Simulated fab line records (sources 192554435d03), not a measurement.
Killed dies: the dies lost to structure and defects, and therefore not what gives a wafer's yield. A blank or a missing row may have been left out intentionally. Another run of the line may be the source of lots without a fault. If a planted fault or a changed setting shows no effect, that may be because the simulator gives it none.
A struck lot beside a sound one :: flow n5Finfet :: 16 out of 1938 route steps
Sound: these wafers, L485.3, L485.4, L485.5. Struck: wafer L493.2 (L493.1, L493.3, from the same lot, were not struck and are left out); the cause is given at the end.
At each step with rows: each side's tool, then ch and its chambers, then its first start. Under that, the readings that differ: sound wafers :: struck wafers :: difference of the means :: sigmas: that difference in standard deviations of wafers without a fault.
alike: readings whose means differ by less than 2 such deviations, and words and numbers that are the same on both sides. not compared: withheld readings, readings that some wafer has no value for, bounds like >300 that may hide the same value, and numbers for which the record gives no deviation and whose values overlap.
The two part at a step that has a row with sigmas, a row that says differs or no value, or rows on one side only. Numbers that have no deviation but don't overlap get no sigmas and don't part them. A reading that every wafer of one side lacks parts them only if that side has two wafers or more.

N5_BEOL_M3_ETCH_41: etches SiCN in CH3F/O2, target depth 29.9 nm, time 52.5 s.
  sound on rieDiel-05 ch 0,1,3; struck on rieDiel-05 ch 3
  alike: drypumpMotorCurrentA, oesProductAu, rfVppV, showerheadPlenumPTorr, throttleValvePct
  not compared: rfHoursCounterH
N5_BEOL_M3_STRIP_97: strips in N2/H2, time 10 s.
  sound on rieDiel-05 ch 0,1,3; struck on rieDiel-05 ch 3
  alike: drypumpMotorCurrentA, oesProductAu, rfVppV, showerheadPlenumPTorr, throttleValvePct
  not compared: rfHoursCounterH
N5_BEOL_M3_OCD_MEAS_38:
  sound on ocd-01 at day 8 00:32; struck on ocd-02 at day 10 11:24
  alike: trenchDepthNm
then, 4 steps without rows for these wafers: N5_BEOL_M3_HM_STRIP_39 (strips TiN in peroxide tin strip, target depth 25 nm, time 158 s); N5_BEOL_M3_SRD_40 (time 30 s); N5_BEOL_M3_PRECLEAN_42 (cleans in residue remover, time 60 s); N5_BEOL_M3_SRD_43 (time 30 s).
N5_BEOL_M3_CD_MEAS_35: target cd 18 nm, target cd y 21 nm.
  sound on cdSem-03 at day 8 00:42; struck on cdSem-02 at day 10 11:33
  alike: cdNm
N5_BEOL_M3_DEGAS_44: time 60 s.
  sound on pvdSputter-02 at day 8 00:59; struck on pvdSputter-02 at day 10 12:02
  alike: heaterPowerW
N5_BEOL_M3_PRE_CLEAN_45: time 30 s.
  sound on pvdSputter-02 at day 8 01:02; struck on pvdSputter-02 at day 10 12:05
  alike: heaterPowerW
N5_BEOL_M3_ALD_84: deposits TaN, pulse time 2 s, purge time 3 s, co reactant purge time 2 s.
  sound on aldMetal-04 ch 0,1,2, day 8 01:07; struck on aldMetal-01 ch 2, day 10 12:08
  alike: heaterPowerOuterW, heaterPowerW, mfcCarrierSccm, precursorVesselCarrierSccm
following that, these wafers have no rows for 1 step: N5_BEOL_M3_SURFACE_TREAT_85.
N5_BEOL_M3_CVD_47: deposits Co from CCTBA/H2, target thk 3 nm, time 223.8 s.
  sound on cvdCo-01 ch 0,1,2, day 8 01:39; struck on cvdCo-01 ch 0, day 10 12:34
reading: runLengthS (s)
sound: 246.5 247.3 246.9
struck: 128.7
difference: -118.2
sigmas: -99 or more
then, 1 step without rows for these wafers: N5_BEOL_M3_SPUTTER_48 (material Cu, target thk 4.5 nm, time 8.29 s).
N5_BEOL_M4_RC_MEAS_101:
  sound on prober-02 ch 0, day 9 01:48; struck on prober-02 ch 0, day 11 05:47
  alike: DIBL_N, DIBL_P, IOFF_N, IOFF_P, ION_N, ION_P, SS_N, SS_P, VT_N, VT_P
-- the record jumps here: 4 days lie between the struck wafers' starts before and after (it left off in module BEOL_M4 and takes up again in module PASSIVATION, whose first step shown is number 1936 of the route) --
N5_PASSIVATION_PROBE_49:
  sound on prober-02 at day 13 07:29; struck on prober-01 at day 15 17:42
reading: defectLimitedYield (%)
sound: 90.3 90.2 90.3
struck: 93.8
difference: +3.5
sigmas: +3

reading: killedDies
sound: 115 116 115
struck: 73
difference: -42
sigmas: -3

reading: killedShort
sound: 41 34 46
struck: 21
difference: -19
sigmas: -2

reading: sort_bin_5_function (%)
sound: 4.5 5.3 5.3
struck: 3.3
difference: -1.7
sigmas: -2

reading: sort_bin_6_memory (%)
sound: 4.1 4.5 4.2
struck: 2.6
difference: -1.7
sigmas: -2

reading: sortNPass
sound: 1065 1064 1065
struck: 1107
difference: +42
sigmas: +2
  alike: killed_at_M0_to_M3, killed_at_M4_up, killedAtContacts, killedAtFrontEnd, killedAtOther, killedOpen, sortYieldPct

## WHERE THEY PART
Earliest at N5_BEOL_M3_CVD_47; latest, in this record, at N5_PASSIVATION_PROBE_49.

WHY: what the simulator had put in
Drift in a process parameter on cvdCo-01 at N5_BEOL_M3_CVD_47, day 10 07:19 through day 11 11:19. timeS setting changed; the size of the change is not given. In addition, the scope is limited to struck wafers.
